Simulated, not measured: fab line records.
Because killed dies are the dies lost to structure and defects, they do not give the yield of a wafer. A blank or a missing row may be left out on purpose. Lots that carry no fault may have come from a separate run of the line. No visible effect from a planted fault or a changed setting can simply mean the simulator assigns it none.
Which tool was responsible? || flow n5_finfet || 24 wafers from 8 lots sampled at 6 of the route's 1938 steps

## WHAT THE GAUGES READ, wafer by wafer
N5_BEOL_M4_RC_MEAS_101. Usual: DIBL_N 36.8 mV/V, standard deviation 1.5; DIBL_P 37.1 mV/V, standard deviation 2.1; IOFF_N 0.168 nA/um, standard deviation 0.03; IOFF_P 0.22 nA/um, standard deviation 0.034; ION_N 679 uA/um, standard deviation 12; ION_P 466 uA/um, standard deviation 8; SS_N 71.7 mV/dec, standard deviation 0.58; SS_P 73.5 mV/dec, standard deviation 0.67; VT_N 248.8 mV, standard deviation 2.7; VT_P -250 mV, standard deviation 3.3.
{"lot": "L944", "measured": "day 8 11:34", "on": "prober-02", "DIBL_N (mV/V)": "36.4 38.7 36.0", "DIBL_P (mV/V)": "37.5 40.5 37.8", "IOFF_N (nA/um)": "0.165 0.200 0.152", "IOFF_P (nA/um)": "0.22 0.27 0.23", "ION_N (uA/um)": "677 687 679", "ION_P (uA/um)": "468 468 468", "SS_N (mV/dec)": "71.8 72.6 71.0", "SS_P (mV/dec)": "72.7 74.0 72.7", "VT_N (mV)": "247.4 246.2 251.6", "VT_P (mV)": "-253 -247 -246", "flag": ""}
{"lot": "L943", "measured": "day 8 13:56", "on": "prober-02", "DIBL_N (mV/V)": "36.8 37.9 37.9", "DIBL_P (mV/V)": "36.8 38.8 37.6", "IOFF_N (nA/um)": "0.162 0.184 0.190", "IOFF_P (nA/um)": "0.26 0.29 0.26", "ION_N (uA/um)": "690 689 704", "ION_P (uA/um)": "482 479 486", "SS_N (mV/dec)": "71.3 71.8 71.9", "SS_P (mV/dec)": "73.5 74.2 73.5", "VT_N (mV)": "248.8 249.6 246.3", "VT_P (mV)": "-246 -242 -246", "flag": ""}
{"lot": "L946", "measured": "day 9 06:04", "on": "prober-01", "DIBL_N (mV/V)": "35.4 35.5 35.6", "DIBL_P (mV/V)": "37.0 37.0 37.2", "IOFF_N (nA/um)": "0.167 0.166 0.183", "IOFF_P (nA/um)": "0.22 0.21 0.22", "ION_N (uA/um)": "671 680 684", "ION_P (uA/um)": "469 463 470", "SS_N (mV/dec)": "71.3 71.8 71.2", "SS_P (mV/dec)": "74.0 72.8 73.4", "VT_N (mV)": "247.2 245.1 244.9", "VT_P (mV)": "-249 -248 -247", "flag": ""}
{"lot": "L958", "measured": "day 12 04:27", "on": "prober-01", "DIBL_N (mV/V)": "38.4 37.9 37.8", "DIBL_P (mV/V)": "38.2 37.6 38.1", "IOFF_N (nA/um)": "0.189 0.169 0.193", "IOFF_P (nA/um)": "0.24 0.24 0.25", "ION_N (uA/um)": "696 677 708", "ION_P (uA/um)": "480 464 484", "SS_N (mV/dec)": "72.0 71.6 72.4", "SS_P (mV/dec)": "73.4 73.5 74.2", "VT_N (mV)": "246.2 245.0 243.7", "VT_P (mV)": "-250 -249 -245", "flag": ""}
{"lot": "L957", "measured": "day 12 05:23", "on": "prober-01", "DIBL_N (mV/V)": "35.7 33.8 37.9", "DIBL_P (mV/V)": "36.8 33.9 39.5", "IOFF_N (nA/um)": "0.139 0.118 0.169", "IOFF_P (nA/um)": "0.22 0.17 0.27", "ION_N (uA/um)": "681 674 676", "ION_P (uA/um)": "472 468 471", "SS_N (mV/dec)": "71.1 70.9 71.7", "SS_P (mV/dec)": "73.4 72.4 73.9", "VT_N (mV)": "252.4 253.6 244.6", "VT_P (mV)": "-251 -252 -246", "flag": ""}
{"lot": "L961", "measured": "day 13 00:08", "on": "prober-02", "DIBL_N (mV/V)": "39.5 36.3 37.7", "DIBL_P (mV/V)": "39.8 36.0 37.7", "IOFF_N (nA/um)": "0.233 0.149 0.182", "IOFF_P (nA/um)": "0.28 0.21 0.23", "ION_N (uA/um)": "712 687 695", "ION_P (uA/um)": "478 472 476", "SS_N (mV/dec)": "71.8 71.4 72.2", "SS_P (mV/dec)": "74.5 73.2 73.2", "VT_N (mV)": "244.4 250.9 248.9", "VT_P (mV)": "-247 -249 -250", "flag": ""}
{"lot": "L960", "measured": "day 13 06:37", "on": "prober-02", "DIBL_N (mV/V)": "38.9 36.8 38.6", "DIBL_P (mV/V)": "37.8 35.5 36.7", "IOFF_N (nA/um)": "0.177 0.135 0.174", "IOFF_P (nA/um)": "0.19 0.17 0.18", "ION_N (uA/um)": "678 675 683", "ION_P (uA/um)": "460 459 462", "SS_N (mV/dec)": "72.3 70.8 72.4", "SS_P (mV/dec)": "73.9 73.3 73.7", "VT_N (mV)": "247.2 254.0 249.3", "VT_P (mV)": "-256 -256 -257", "flag": ""}
{"lot": "L962", "measured": "day 13 08:35", "on": "prober-02", "DIBL_N (mV/V)": "33.4 34.7 36.5", "DIBL_P (mV/V)": "33.0 34.8 36.2", "IOFF_N (nA/um)": "0.126 0.147 0.164", "IOFF_P (nA/um)": "0.19 0.22 0.26", "ION_N (uA/um)": "679 681 678", "ION_P (uA/um)": "469 472 474", "SS_N (mV/dec)": "71.3 71.5 72.4", "SS_P (mV/dec)": "72.9 73.4 73.0", "VT_N (mV)": "252.8 252.4 248.7", "VT_P (mV)": "-251 -247 -246", "flag": ""}

N5_BEOL_M7_CD_MEAS_35: the cd target is 40 nm. Usual: cd_nm 39.8 nm, standard deviation 0.65.
{"lot": "L944", "measured": "day 9 11:11", "on": "cd_sem-02", "cd_nm (nm)": "39.9 39.9 39.2", "flag": ""}
{"lot": "L943", "measured": "day 9 16:01", "on": "cd_sem-01", "cd_nm (nm)": "40.1 40.4 39.0", "flag": ""}
{"lot": "L946", "measured": "day 10 05:10", "on": "cd_sem-02", "cd_nm (nm)": "40.2 39.8 39.1", "flag": ""}
{"lot": "L958", "measured": "day 13 15:29", "on": "cd_sem-02", "cd_nm (nm)": "39.9 39.3 39.2", "flag": ""}
{"lot": "L957", "measured": "day 13 15:03", "on": "cd_sem-02", "cd_nm (nm)": "41.1 40.2 41.9", "flag": ""}
{"lot": "L961", "measured": "day 14 05:46", "on": "cd_sem-01", "cd_nm (nm)": "41.2 40.2 40.6", "flag": ""}
{"lot": "L960", "measured": "day 14 08:10", "on": "cd_sem-02", "cd_nm (nm)": "39.0 39.1 39.4", "flag": ""}
{"lot": "L962", "measured": "day 14 15:35", "on": "cd_sem-02", "cd_nm (nm)": "40.5 39.7 39.9", "flag": ""}

## WHICH TOOL RAN EACH LOT (tool, then ch and the chambers of the sampled wafers, then the start)
{"lot": "L944", "N5_BEOL_M7_ETCH_65": "rie_diel-03 ch 1,2,3, day 9 10:38", "N5_BEOL_M7_ETCH_66": "rie_diel-03 ch 1,2,3, day 9 10:40", "N5_BEOL_M7_STRIP_36": "rie_diel-03 ch 1,2,3, day 9 10:49", "N5_BEOL_M7_TRENCH_ETCH_37": "rie_diel-03 ch 1,2,3, day 9 11:11 or earlier"}
{"lot": "L943", "N5_BEOL_M7_ETCH_65": "rie_diel-04 ch 1,2,3, day 9 15:28", "N5_BEOL_M7_ETCH_66": "rie_diel-04 ch 1,2,3, day 9 15:30", "N5_BEOL_M7_STRIP_36": "rie_diel-04 ch 1,2,3, day 9 15:40", "N5_BEOL_M7_TRENCH_ETCH_37": "rie_diel-04 ch 1,2,3, day 9 16:01 or earlier"}
{"lot": "L946", "N5_BEOL_M7_ETCH_65": "rie_diel-05 ch 0,2,3, day 10 04:38", "N5_BEOL_M7_ETCH_66": "rie_diel-05 ch 0,2,3, day 10 04:40", "N5_BEOL_M7_STRIP_36": "rie_diel-05 ch 0,2,3, day 10 04:49", "N5_BEOL_M7_TRENCH_ETCH_37": "rie_diel-05 ch 0,2,3, day 10 05:10 or earlier"}
{"lot": "L958", "N5_BEOL_M7_ETCH_65": "rie_diel-05 ch 0,1,2, day 13 14:58", "N5_BEOL_M7_ETCH_66": "rie_diel-05 ch 0,1,2, day 13 14:59", "N5_BEOL_M7_STRIP_36": "rie_diel-05 ch 0,1,2, day 13 15:08", "N5_BEOL_M7_TRENCH_ETCH_37": "rie_diel-05 ch 0,1,2, day 13 15:29 or earlier"}
{"lot": "L957", "N5_BEOL_M7_ETCH_65": "rie_diel-03 ch 0,1, day 13 14:31", "N5_BEOL_M7_ETCH_66": "rie_diel-03 ch 0,1, day 13 14:33", "N5_BEOL_M7_STRIP_36": "rie_diel-03 ch 0,1, day 13 14:42", "N5_BEOL_M7_TRENCH_ETCH_37": "rie_diel-03 ch 0,1, day 13 15:03 or earlier"}
{"lot": "L961", "N5_BEOL_M7_ETCH_65": "rie_diel-03 ch 0,1,2, day 14 05:14", "N5_BEOL_M7_ETCH_66": "rie_diel-03 ch 0,1,2, day 14 05:16", "N5_BEOL_M7_STRIP_36": "rie_diel-03 ch 0,1,2, day 14 05:25", "N5_BEOL_M7_TRENCH_ETCH_37": "rie_diel-03 ch 0,1,2, day 14 05:46 or earlier"}
{"lot": "L960", "N5_BEOL_M7_ETCH_65": "rie_diel-03 ch 0,2,3, day 14 07:37", "N5_BEOL_M7_ETCH_66": "rie_diel-03 ch 0,2,3, day 14 07:39", "N5_BEOL_M7_STRIP_36": "rie_diel-03 ch 0,2,3, day 14 07:48", "N5_BEOL_M7_TRENCH_ETCH_37": "rie_diel-03 ch 0,2,3, day 14 08:10 or earlier"}
{"lot": "L962", "N5_BEOL_M7_ETCH_65": "rie_diel-05 ch 0,1,2, day 14 15:03", "N5_BEOL_M7_ETCH_66": "rie_diel-05 ch 0,1,2, day 14 15:05", "N5_BEOL_M7_STRIP_36": "rie_diel-05 ch 0,1,2, day 14 15:14", "N5_BEOL_M7_TRENCH_ETCH_37": "rie_diel-05 ch 0,1,2, day 14 15:35 or earlier"}
- N5_BEOL_M7_ETCH_65: etches SiARC in CF4, target depth 15.6 nm, time 26 s.
- N5_BEOL_M7_ETCH_66: etches SOC in N2/H2, target depth 80 nm, overetch 16 nm, time 120 s.
- N5_BEOL_M7_STRIP_36: strips in N2/H2.
- N5_BEOL_M7_TRENCH_ETCH_37: etches SiCOH lowk in C4F6/O2, target depth 93.478 nm, time 31.2 s.

## WHAT THE TOOLS THEMSELVES READ (means of the sampled wafers that have a number; where no wafer has one, the mark that the record gives instead)
N5_BEOL_M7_ETCH_65. Usual: bias_w 36.00 W, standard deviation 0.12; cf4_flow_sccm 100.0 sccm, standard deviation 0.31; drypump_motor_current_A 5.85 A, standard deviation 0.25; etch_rf_on_time_s 26.0 s, standard deviation 0.37; oes_product_au 0.67 a.u., standard deviation 0.073; rf_vpp_V 184.0 V, standard deviation 1.3; showerhead_plenum_p_Torr 2.14 Torr, standard deviation 0.083; throttle_valve_pct 15.66 %, standard deviation 0.26.
{"lot": "L944", "tool": "rie_diel-03", "bias_w (W)": 35.98, "cf4_flow_sccm (sccm)": 100.2, "drypump_motor_current_A (A)": 5.69, "etch_rf_on_time_s (s)": 25.8, "oes_product_au (a.u.)": 0.70, "rf_vpp_V (V)": 184.7, "showerhead_plenum_p_Torr (Torr)": 2.18, "throttle_valve_pct (%)": 15.59, "flag": ""}
{"lot": "L943", "tool": "rie_diel-04", "bias_w (W)": 36.07, "cf4_flow_sccm (sccm)": 99.9, "drypump_motor_current_A (A)": 5.95, "etch_rf_on_time_s (s)": 26.0, "oes_product_au (a.u.)": 0.71, "rf_vpp_V (V)": 184.5, "showerhead_plenum_p_Torr (Torr)": 2.17, "throttle_valve_pct (%)": 15.52, "flag": ""}
{"lot": "L946", "tool": "rie_diel-05", "bias_w (W)": 35.99, "cf4_flow_sccm (sccm)": 100.1, "drypump_motor_current_A (A)": 5.88, "etch_rf_on_time_s (s)": 25.9, "oes_product_au (a.u.)": 0.65, "rf_vpp_V (V)": 184.0, "showerhead_plenum_p_Torr (Torr)": 2.14, "throttle_valve_pct (%)": 15.87, "flag": ""}
{"lot": "L958", "tool": "rie_diel-05", "bias_w (W)": "-", "cf4_flow_sccm (sccm)": "-", "drypump_motor_current_A (A)": "-", "etch_rf_on_time_s (s)": "-", "oes_product_au (a.u.)": "-", "rf_vpp_V (V)": "-", "showerhead_plenum_p_Torr (Torr)": "-", "throttle_valve_pct (%)": "-", "flag": "OFF"}
{"lot": "L957", "tool": "rie_diel-03", "bias_w (W)": "-", "cf4_flow_sccm (sccm)": "-", "drypump_motor_current_A (A)": "-", "etch_rf_on_time_s (s)": "-", "oes_product_au (a.u.)": "-", "rf_vpp_V (V)": "-", "showerhead_plenum_p_Torr (Torr)": "-", "throttle_valve_pct (%)": "-", "flag": "OFF"}
{"lot": "L961", "tool": "rie_diel-03", "bias_w (W)": 36.05, "cf4_flow_sccm (sccm)": 100.2, "drypump_motor_current_A (A)": 5.85, "etch_rf_on_time_s (s)": 26.3, "oes_product_au (a.u.)": 0.61, "rf_vpp_V (V)": 184.1, "showerhead_plenum_p_Torr (Torr)": 2.12, "throttle_valve_pct (%)": 15.86, "flag": ""}
{"lot": "L960", "tool": "rie_diel-03", "bias_w (W)": 35.93, "cf4_flow_sccm (sccm)": 100.0, "drypump_motor_current_A (A)": 5.92, "etch_rf_on_time_s (s)": 26.1, "oes_product_au (a.u.)": 0.65, "rf_vpp_V (V)": 184.8, "showerhead_plenum_p_Torr (Torr)": 2.19, "throttle_valve_pct (%)": 15.69, "flag": ""}
{"lot": "L962", "tool": "rie_diel-05", "bias_w (W)": 35.99, "cf4_flow_sccm (sccm)": 99.8, "drypump_motor_current_A (A)": 5.77, "etch_rf_on_time_s (s)": 25.8, "oes_product_au (a.u.)": 0.75, "rf_vpp_V (V)": 183.5, "showerhead_plenum_p_Torr (Torr)": 2.15, "throttle_valve_pct (%)": 15.56, "flag": ""}

N5_BEOL_M7_ETCH_66. Usual: bias_w 150.0 W, standard deviation 0.45; chamber_pressure_mTorr 30.005 mTorr, standard deviation 0.028; drypump_motor_current_A 5.85 A, standard deviation 0.25; n2_flow_sccm 200.1 sccm, standard deviation 0.61; oes_product_au 0.60 a.u., standard deviation 0.064; rf_vpp_V 524 V, standard deviation 3.1; showerhead_plenum_p_Torr 2.54 Torr, standard deviation 0.1; throttle_valve_pct 17.88 %, standard deviation 0.27.
{"lot": "L944", "tool": "rie_diel-03", "bias_w (W)": 149.8, "chamber_pressure_mTorr (mTorr)": 30.020, "drypump_motor_current_A (A)": 5.70, "n2_flow_sccm (sccm)": 200.2, "oes_product_au (a.u.)": 0.63, "rf_vpp_V (V)": 525, "showerhead_plenum_p_Torr (Torr)": 2.59, "throttle_valve_pct (%)": 17.83, "flag": ""}
{"lot": "L943", "tool": "rie_diel-04", "bias_w (W)": 150.3, "chamber_pressure_mTorr (mTorr)": 30.028, "drypump_motor_current_A (A)": 5.95, "n2_flow_sccm (sccm)": 199.8, "oes_product_au (a.u.)": 0.64, "rf_vpp_V (V)": 524, "showerhead_plenum_p_Torr (Torr)": 2.58, "throttle_valve_pct (%)": 17.74, "flag": ""}
{"lot": "L946", "tool": "rie_diel-05", "bias_w (W)": 149.9, "chamber_pressure_mTorr (mTorr)": 30.009, "drypump_motor_current_A (A)": 5.88, "n2_flow_sccm (sccm)": 200.1, "oes_product_au (a.u.)": 0.58, "rf_vpp_V (V)": 524, "showerhead_plenum_p_Torr (Torr)": 2.54, "throttle_valve_pct (%)": 18.05, "flag": ""}
{"lot": "L958", "tool": "rie_diel-05", "bias_w (W)": 149.7, "chamber_pressure_mTorr (mTorr)": 29.991, "drypump_motor_current_A (A)": 5.77, "n2_flow_sccm (sccm)": 199.2, "oes_product_au (a.u.)": 0.34, "rf_vpp_V (V)": 524, "showerhead_plenum_p_Torr (Torr)": 2.55, "throttle_valve_pct (%)": 17.77, "flag": "OFF"}
{"lot": "L957", "tool": "rie_diel-03", "bias_w (W)": 150.3, "chamber_pressure_mTorr (mTorr)": 29.984, "drypump_motor_current_A (A)": 5.82, "n2_flow_sccm (sccm)": 199.5, "oes_product_au (a.u.)": 0.27, "rf_vpp_V (V)": 522, "showerhead_plenum_p_Torr (Torr)": 2.46, "throttle_valve_pct (%)": 18.14, "flag": "OFF"}
{"lot": "L961", "tool": "rie_diel-03", "bias_w (W)": 150.2, "chamber_pressure_mTorr (mTorr)": 30.001, "drypump_motor_current_A (A)": 5.85, "n2_flow_sccm (sccm)": 199.9, "oes_product_au (a.u.)": 0.54, "rf_vpp_V (V)": 523, "showerhead_plenum_p_Torr (Torr)": 2.51, "throttle_valve_pct (%)": 18.11, "flag": ""}
{"lot": "L960", "tool": "rie_diel-03", "bias_w (W)": 150.3, "chamber_pressure_mTorr (mTorr)": 29.999, "drypump_motor_current_A (A)": 5.92, "n2_flow_sccm (sccm)": 200.4, "oes_product_au (a.u.)": 0.59, "rf_vpp_V (V)": 526, "showerhead_plenum_p_Torr (Torr)": 2.60, "throttle_valve_pct (%)": 17.88, "flag": ""}
{"lot": "L962", "tool": "rie_diel-05", "bias_w (W)": 150.5, "chamber_pressure_mTorr (mTorr)": 30.007, "drypump_motor_current_A (A)": 5.77, "n2_flow_sccm (sccm)": 200.3, "oes_product_au (a.u.)": 0.67, "rf_vpp_V (V)": 524, "showerhead_plenum_p_Torr (Torr)": 2.55, "throttle_valve_pct (%)": 17.82, "flag": ""}

N5_BEOL_M7_STRIP_36. Usual: drypump_motor_current_A 5.85 A, standard deviation 0.25; n2_flow_sccm 200.0 sccm, standard deviation 0.52; oes_product_au 0.79 a.u., standard deviation 0.085; rf_vpp_V 59.2 V, standard deviation 1.5; showerhead_plenum_p_Torr 2.54 Torr, standard deviation 0.1; throttle_valve_pct 23.74 %, standard deviation 0.29.
{"lot": "L944", "tool": "rie_diel-03", "drypump_motor_current_A (A)": 5.70, "n2_flow_sccm (sccm)": 199.4, "oes_product_au (a.u.)": 0.82, "rf_vpp_V (V)": 59.5, "showerhead_plenum_p_Torr (Torr)": 2.59, "throttle_valve_pct (%)": 23.69, "flag": ""}
{"lot": "L943", "tool": "rie_diel-04", "drypump_motor_current_A (A)": 5.95, "n2_flow_sccm (sccm)": 199.7, "oes_product_au (a.u.)": 0.84, "rf_vpp_V (V)": 59.7, "showerhead_plenum_p_Torr (Torr)": 2.57, "throttle_valve_pct (%)": 23.60, "flag": ""}
{"lot": "L946", "tool": "rie_diel-05", "drypump_motor_current_A (A)": 5.89, "n2_flow_sccm (sccm)": 199.8, "oes_product_au (a.u.)": 0.76, "rf_vpp_V (V)": 59.8, "showerhead_plenum_p_Torr (Torr)": 2.54, "throttle_valve_pct (%)": 23.85, "flag": ""}
{"lot": "L958", "tool": "rie_diel-05", "drypump_motor_current_A (A)": 5.78, "n2_flow_sccm (sccm)": 199.9, "oes_product_au (a.u.)": 0.89, "rf_vpp_V (V)": 59.4, "showerhead_plenum_p_Torr (Torr)": 2.55, "throttle_valve_pct (%)": 23.78, "flag": ""}
{"lot": "L957", "tool": "rie_diel-03", "drypump_motor_current_A (A)": 5.84, "n2_flow_sccm (sccm)": 200.5, "oes_product_au (a.u.)": 0.72, "rf_vpp_V (V)": 58.9, "showerhead_plenum_p_Torr (Torr)": 2.45, "throttle_valve_pct (%)": 24.11, "flag": ""}
{"lot": "L961", "tool": "rie_diel-03", "drypump_motor_current_A (A)": 5.86, "n2_flow_sccm (sccm)": 199.5, "oes_product_au (a.u.)": 0.72, "rf_vpp_V (V)": 59.7, "showerhead_plenum_p_Torr (Torr)": 2.51, "throttle_valve_pct (%)": 23.97, "flag": ""}
{"lot": "L960", "tool": "rie_diel-03", "drypump_motor_current_A (A)": 5.94, "n2_flow_sccm (sccm)": 200.4, "oes_product_au (a.u.)": 0.77, "rf_vpp_V (V)": 60.1, "showerhead_plenum_p_Torr (Torr)": 2.60, "throttle_valve_pct (%)": 23.71, "flag": ""}
{"lot": "L962", "tool": "rie_diel-05", "drypump_motor_current_A (A)": 5.77, "n2_flow_sccm (sccm)": 200.5, "oes_product_au (a.u.)": 0.89, "rf_vpp_V (V)": 59.0, "showerhead_plenum_p_Torr (Torr)": 2.55, "throttle_valve_pct (%)": 23.79, "flag": ""}

N5_BEOL_M7_TRENCH_ETCH_37. Usual: C4F6_flow_sccm 9.998 sccm, standard deviation 0.028; O2_flow_sccm 10.00 sccm, standard deviation 0.03; drypump_motor_current_A 5.85 A, standard deviation 0.25; oes_product_au 0.79 a.u., standard deviation 0.085; rf_vpp_V 663 V, standard deviation 12; showerhead_plenum_p_Torr 2.85 Torr, standard deviation 0.11; throttle_valve_pct 21.01 %, standard deviation 0.22.
{"lot": "L944", "tool": "rie_diel-03", "C4F6_flow_sccm (sccm)": 9.981, "O2_flow_sccm (sccm)": 10.00, "drypump_motor_current_A (A)": 5.70, "oes_product_au (a.u.)": 0.83, "rf_vpp_V (V)": 674, "showerhead_plenum_p_Torr (Torr)": 2.90, "throttle_valve_pct (%)": 20.91, "flag": ""}
{"lot": "L943", "tool": "rie_diel-04", "C4F6_flow_sccm (sccm)": 10.002, "O2_flow_sccm (sccm)": 9.99, "drypump_motor_current_A (A)": 5.94, "oes_product_au (a.u.)": 0.83, "rf_vpp_V (V)": 658, "showerhead_plenum_p_Torr (Torr)": 2.88, "throttle_valve_pct (%)": 20.89, "flag": ""}
{"lot": "L946", "tool": "rie_diel-05", "C4F6_flow_sccm (sccm)": 9.973, "O2_flow_sccm (sccm)": 9.98, "drypump_motor_current_A (A)": 5.88, "oes_product_au (a.u.)": 0.76, "rf_vpp_V (V)": 654, "showerhead_plenum_p_Torr (Torr)": 2.86, "throttle_valve_pct (%)": 21.24, "flag": ""}
{"lot": "L958", "tool": "rie_diel-05", "C4F6_flow_sccm (sccm)": 9.981, "O2_flow_sccm (sccm)": 9.99, "drypump_motor_current_A (A)": 5.76, "oes_product_au (a.u.)": 0.89, "rf_vpp_V (V)": 650, "showerhead_plenum_p_Torr (Torr)": 2.87, "throttle_valve_pct (%)": 20.98, "flag": ""}
{"lot": "L957", "tool": "rie_diel-03", "C4F6_flow_sccm (sccm)": 10.023, "O2_flow_sccm (sccm)": 10.04, "drypump_motor_current_A (A)": 5.80, "oes_product_au (a.u.)": 0.71, "rf_vpp_V (V)": 664, "showerhead_plenum_p_Torr (Torr)": 2.75, "throttle_valve_pct (%)": 21.16, "flag": ""}
{"lot": "L961", "tool": "rie_diel-03", "C4F6_flow_sccm (sccm)": 10.005, "O2_flow_sccm (sccm)": 10.00, "drypump_motor_current_A (A)": 5.86, "oes_product_au (a.u.)": 0.71, "rf_vpp_V (V)": 673, "showerhead_plenum_p_Torr (Torr)": 2.82, "throttle_valve_pct (%)": 21.12, "flag": ""}
{"lot": "L960", "tool": "rie_diel-03", "C4F6_flow_sccm (sccm)": 10.010, "O2_flow_sccm (sccm)": 10.01, "drypump_motor_current_A (A)": 5.93, "oes_product_au (a.u.)": 0.77, "rf_vpp_V (V)": 683, "showerhead_plenum_p_Torr (Torr)": 2.92, "throttle_valve_pct (%)": 20.99, "flag": ""}
{"lot": "L962", "tool": "rie_diel-05", "C4F6_flow_sccm (sccm)": 10.016, "O2_flow_sccm (sccm)": 10.02, "drypump_motor_current_A (A)": 5.77, "oes_product_au (a.u.)": 0.88, "rf_vpp_V (V)": 649, "showerhead_plenum_p_Torr (Torr)": 2.87, "throttle_valve_pct (%)": 20.99, "flag": ""}

## THE ANSWER, worked out from the rows above alone
Rule: take the mean of a lot's wafers that have a number; if it is more than 3 standard deviations from the usual mean, the lot is off. A lot without any number at a reading at which 4 lots or more have one is off too. The other lots that the step has rows for count as sound. Order of review: gauges by route order, followed by the tools' own readings, for which a lot's mean as printed above is used. At the first step where some lot is off, the reading lying furthest off is the one used; lots without a number count as furthest.
Off at N5_BEOL_M7_ETCH_65 (bias_w): L958, L957. Without a number there: L958, L957.
If a tool, at that step or one of the process steps before it, ran each lot that is off and ran no sound lot following the first of them, it fits. Not one of the candidates tried fits.

## WHAT THE SIMULATOR HAD PUT IN
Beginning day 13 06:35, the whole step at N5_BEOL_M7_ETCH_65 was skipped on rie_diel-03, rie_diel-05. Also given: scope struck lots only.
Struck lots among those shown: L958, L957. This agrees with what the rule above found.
